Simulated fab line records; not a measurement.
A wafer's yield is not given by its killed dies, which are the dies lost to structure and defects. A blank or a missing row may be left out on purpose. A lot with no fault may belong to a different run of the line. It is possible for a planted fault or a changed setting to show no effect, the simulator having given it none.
fab line records	flow n5_finfet
record lots=7	wafers=21
route steps=1938 shown WELL_APT@21 PMOS_HMC_CHANNEL_EPI@63 FIN_SAQP@96
start_h: hours from the record's first day to the start of the lot's first wafer shown	wait_h: hours since the lot's step before	" unchanged from the row above	L1.1+2: several wafers, shown together as one row	- value missing, or start not given	* or withheld: withheld	< > ~ a bound
route shown NAME@n: NAME is a module with steps in the file, n the number in the route of the first one	usual: mean/standard deviation of fault-free wafers	same: alike in all rows	chamber/n: place in a boat	sites: readings site by site	_std_site: their standard deviation	_edge_site: outer sites' mean less inner sites'	radius_mm: for every site, how far away it sits from the centre of the wafer	mask NAME#n: copy n	behind: the last tool/chamber to shape the wafer	hold: reason for holding the lot/hours on hold/outcome of the hold	device: names the non-switching transistor (n, p or np)	end of line: tests of these same wafers at the route's end	a step with no rows: only its recipe	killed: the dies lost at the first sort to structure and to defects; this is not the yield of the wafer	map: per-die view of a wafer (x killed, . not killed, _ where there is no die)
set.NAME: setting as actually run; set.NAME@STEP: the setting as run at that earlier step	model.NAME: the simulator's own value behind a step, which no gauge read
lots whose settings were changed on purpose; a table a step, a row a wafer
## steps
# step N5_WELL_APT_COAT_02
# recipe spin_rpm=1357	resist_thk_nm=950
lot.wafer	tool	chamber	start_h	wait_h	set.spin_rpm	model.coat_of_WELL_APT_COAT_02.thk_nm
L078.3	litho_track-01	0	-	-	1247	990.4
L078.4	"	0	"	"	1357	946.4
L078.6	"	0	"	"	1357	950.3
L084.1	litho_track-01	0	-	-	1420	931.2
L084.3	"	0	"	"	1357	950.3
L084.5	"	0	"	"	1357	951.3
L085.2	litho_track-05	0	-	-	1357	951.1
L085.3	"	0	"	"	1292	973.5
L085.5	"	0	"	"	1292	978
L087.1+2	litho_track-05	0	-	-	1357	945.8
L087.6	"	0	"	"	1357	946.1
L091.1	litho_track-05	0	-	-	1357	953.9
L091.3	"	0	"	"	1284	983
L091.5	"	0	"	"	1284	983.1
L096.1	litho_track-05	0	-	-	1357	951.6
L096.4	"	0	"	"	1476	912.1
L096.5	"	0	"	"	1476	913.4
L097.1	litho_track-01	0	-	-	1357	951.2
L097.2	"	0	"	"	1442	923
L097.4	"	0	"	"	1442	925.3
# step N5_PMOS_HMC_CHANNEL_EPI_PEB_07
# recipe peb_temp_c=110	peb_time_s=60	resist=CAR-ArF-block
lot.wafer	tool	chamber	start_h	wait_h	set.peb_temp_c
L078.3+4+6	litho_track-02	0	41.36	0.0	110
L084.1+3	litho_track-04	0	77.16	0.1	112.3
L084.5	"	0	"	"	110
L085.2+3+5	litho_track-04	0	83.69	0.0	110
L087.1+2+6	litho_track-02	0	98.20	0.1	110
L091.1	litho_track-03	0	119.60	0.1	110
L091.3+5	"	0	"	"	108.7
L096.1	litho_track-02	0	149.95	0.1	108.8
L096.4+5	"	0	"	"	110
L097.1	litho_track-02	0	155.10	0.1	110
L097.2+4	"	0	"	"	108
# step N5_PMOS_HMC_CHANNEL_EPI_DEVELOP_08
# recipe develop_time_s=30	developer=TMAH	resist=CAR-ArF-block	dev_temp_c=23	rinse_liquid=diw	dry=air_spin
# step N5_PMOS_HMC_CHANNEL_EPI_CD_MEAS_09
# recipe target_cd_nm=237.4	landing_energy_ev=500	detector=se_inlens
# usual cd_nm=238.0/1.3
lot.wafer	tool	chamber	start_h	wait_h	set.peb_temp_c@PMOS_HMC_CHANNEL_EPI_PEB_07	cd_nm
L078.3	cd_sem-03	0	41.43	-	110	237.5
L078.4	"	0	"	"	110	237.1
L078.6	"	0	"	"	110	238.3
L084.1	cd_sem-02	0	77.23	-	112.3	246.0
L084.3	"	0	"	"	112.3	245.5
L084.5	"	0	"	"	110	237.6
L085.2	cd_sem-03	0	83.75	-	110	237.1
L085.3	"	0	"	"	110	235.8
L085.5	"	0	"	"	110	237.4
L087.1	cd_sem-01	0	98.27	-	110	237.6
L087.2	"	0	"	"	110	239.8
L087.6	"	0	"	"	110	238.0
L091.1	cd_sem-02	0	119.66	-	110	239.0
L091.3	"	0	"	"	108.7	234.1
L091.5	"	0	"	"	108.7	234.9
L096.1	cd_sem-02	0	150.01	-	108.8	234.1
L096.4	"	0	"	"	110	239.3
L096.5	"	0	"	"	110	237.8
L097.1	cd_sem-03	0	155.17	-	110	237.6
L097.2	"	0	"	"	108	232.0
L097.4	"	0	"	"	108	232.6
# step N5_PMOS_HMC_CHANNEL_EPI_DESCUM_14
# recipe chemistry=O2	time_s=7.9	source_power_w=50	bias_power_w=20	pressure_mtorr=20	rf_frequency_hz=2.712e+07	temp_c=40	resist=CAR-ArF-block	o2_flow_sccm=225
lot.wafer	tool	chamber	start_h	wait_h	set.peb_temp_c@PMOS_HMC_CHANNEL_EPI_PEB_07	model.PMOS_HMC_CHANNEL_EPI.cd_nm
L078.3	rie_diel-01	3	41.51	0.0	110	237.3
L078.4	"	2	"	"	110	237.2
L078.6	"	2	"	"	110	238.3
L084.1	rie_diel-01	2	77.32	0.0	112.3	245.7
L084.3	"	1	"	"	112.3	245.6
L084.5	"	0	"	"	110	237.7
L085.2	rie_diel-03	0	83.84	0.0	110	237.1
L085.3	"	3	"	"	110	235.8
L085.5	"	1	"	"	110	237.5
L087.1+6	rie_diel-02	1,2	98.77	0.4	110	237.5
L087.2	"	3	"	"	110	240
L091.1	rie_diel-03	3	120.03	0.3	110	238.7
L091.3	"	1	"	"	108.7	234.2
L091.5	"	3	"	"	108.7	234.8
L096.1	rie_diel-01	2	150.10	0.0	108.8	234.1
L096.4	"	0	"	"	110	239.1
L096.5	"	2	"	"	110	237.5
L097.1	rie_diel-02	0	155.90	0.7	110	238
L097.2	"	2	"	"	108	231.7
L097.4	"	1	"	"	108	232.1
# step N5_PMOS_HMC_CHANNEL_EPI_ETCH_32
# recipe chemistry=N2/H2	target=BARC	stop_on=SiO2	target_depth_a=858	over_etch_frac=0.3	time_s=50.3	ion_energy_ev=200	mask_material=CAR-ArF-block	pressure_mtorr=30	source_w=840	bias_w=150	n2_flow_sccm=200	h2_flow_sccm=200
lot.wafer	tool	chamber	start_h	wait_h	set.peb_temp_c@PMOS_HMC_CHANNEL_EPI_PEB_07	model.PMOS_HMC_CHANNEL_EPI.cd_nm
L078.3	rie_diel-01	3	41.55	0.0	110	241.2
L078.4	"	2	"	"	110	241.5
L078.6	"	2	"	"	110	243
L084.1	rie_diel-01	2	77.35	0.0	112.3	249.3
L084.3	"	1	"	"	112.3	249.4
L084.5	"	0	"	"	110	242
L085.2	rie_diel-03	0	83.87	0.0	110	239.6
L085.3+5	"	3,1	"	"	110	239.9
L087.1	rie_diel-02	1	98.80	0.0	110	239.6
L087.2	"	3	"	"	110	243.4
L087.6	"	2	"	"	110	238.9
L091.1	rie_diel-03	3	120.06	0.0	110	242.1
L091.3	"	1	"	"	108.7	235.5
L091.5	"	3	"	"	108.7	238.2
L096.1	rie_diel-01	2	150.14	0.0	108.8	237.3
L096.4	"	0	"	"	110	241.8
L096.5	"	2	"	"	110	240.4
L097.1	rie_diel-02	0	155.93	0.0	110	239.5
L097.2	"	2	"	"	108	233.1
L097.4	"	1	"	"	108	234.4
# step N5_FIN_SAQP_HM_DEP_03
# recipe material=SiNx	target_thk_a=380	temp_c=400	precursor=SiH4/NH3/N2	pressure_torr=1.5	rf_w=300	time_s=33.6
lot.wafer	tool	chamber	start_h	wait_h	set.time_s	model.SiNx_of_FIN_SAQP_HM_DEP_03.thk_nm
L078.3	pecvd-04	0	45.43	0.2	37.3	41.49
L078.4	"	1	"	"	37.3	42.07
L078.6	"	1	"	"	33.6	37.9
L084.1	pecvd-01	1	80.63	0.2	28.74	32.21
L084.3	"	0	"	"	33.6	36.66
L084.5	"	0	"	"	33.6	36.94
L085.2	pecvd-04	1	87.26	0.2	36.2	40.74
L085.3	"	0	"	"	33.6	36.93
L085.5	"	1	"	"	33.6	38.29
L087.1	pecvd-01	0	102.36	0.2	33.6	36.77
L087.2	"	1	"	"	33.6	38.57
L087.6	"	2	"	"	33.6	38.48
L091.1	pecvd-04	0	123.77	0.2	37.86	42.79
L091.3	"	2	"	"	37.86	43.22
L091.5	"	1	"	"	33.6	38.66
L096.1	pecvd-01	1	154.00	0.2	33.6	37.68
L096.4	"	0	"	"	33.6	37.79
L096.5	"	2	"	"	33.6	37.61
L097.1	pecvd-04	2	159.36	0.2	33.6	38.21
L097.2	"	1	"	"	33.6	38.44
L097.4	"	0	"	"	33.6	38.17
# step N5_FIN_SAQP_THK_MEAS_05
# usual thk_nm=38.0/0.56
lot.wafer	tool	chamber	start_h	wait_h	set.time_s@FIN_SAQP_HM_DEP_03	thk_nm
L078.3	film_metro-01	-	45.52	0.1	37.3	41.5
L078.4	"	-	"	"	37.3	42.1
L078.6	"	-	"	"	33.6	38.0
L084.1	film_metro-02	-	80.72	0.1	28.74	32.2
L084.3	"	-	"	"	33.6	36.6
L084.5	"	-	"	"	33.6	36.9
L085.2	film_metro-01	-	87.35	0.1	36.2	40.7
L085.3	"	-	"	"	33.6	37.0
L085.5	"	-	"	"	33.6	38.3
L087.1	film_metro-01	-	102.45	0.1	33.6	36.7
L087.2	"	-	"	"	33.6	38.5
L087.6	"	-	"	"	33.6	38.5
L091.1	film_metro-02	-	123.86	0.1	37.86	42.8
L091.3	"	-	"	"	37.86	43.3
L091.5	"	-	"	"	33.6	38.7
L096.1	film_metro-01	-	154.09	0.1	33.6	37.7
L096.4	"	-	"	"	33.6	37.8
L096.5	"	-	"	"	33.6	37.6
L097.1	film_metro-01	-	159.45	0.1	33.6	38.2
L097.2	"	-	"	"	33.6	38.4
L097.4	"	-	"	"	33.6	38.2
## key
split step=N5_WELL_APT_COAT_02	setting=spin_rpm	stated=1357	by=wafer
response step=N5_WELL_APT_COAT_02	reading=model.coat_of_WELL_APT_COAT_02.thk_nm	change=-4.77	per=1%	r=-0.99
split step=N5_PMOS_HMC_CHANNEL_EPI_PEB_07	setting=peb_temp_c	stated=110	by=wafer
response step=N5_PMOS_HMC_CHANNEL_EPI_CD_MEAS_09	reading=cd_nm	change=+3.59	per=1%	r=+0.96
response step=N5_PMOS_HMC_CHANNEL_EPI_DESCUM_14	reading=model.PMOS_HMC_CHANNEL_EPI.cd_nm	change=+3.62	per=1%	r=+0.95
response step=N5_PMOS_HMC_CHANNEL_EPI_ETCH_32	reading=model.PMOS_HMC_CHANNEL_EPI.cd_nm	change=+3.53	per=1%	r=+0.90
split step=N5_FIN_SAQP_HM_DEP_03	setting=time_s	stated=33.6	by=wafer
response step=N5_FIN_SAQP_HM_DEP_03	reading=model.SiNx_of_FIN_SAQP_HM_DEP_03.thk_nm	change=+0.342	per=1%	r=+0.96
response step=N5_FIN_SAQP_THK_MEAS_05	reading=thk_nm	change=*	per=1%	r=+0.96
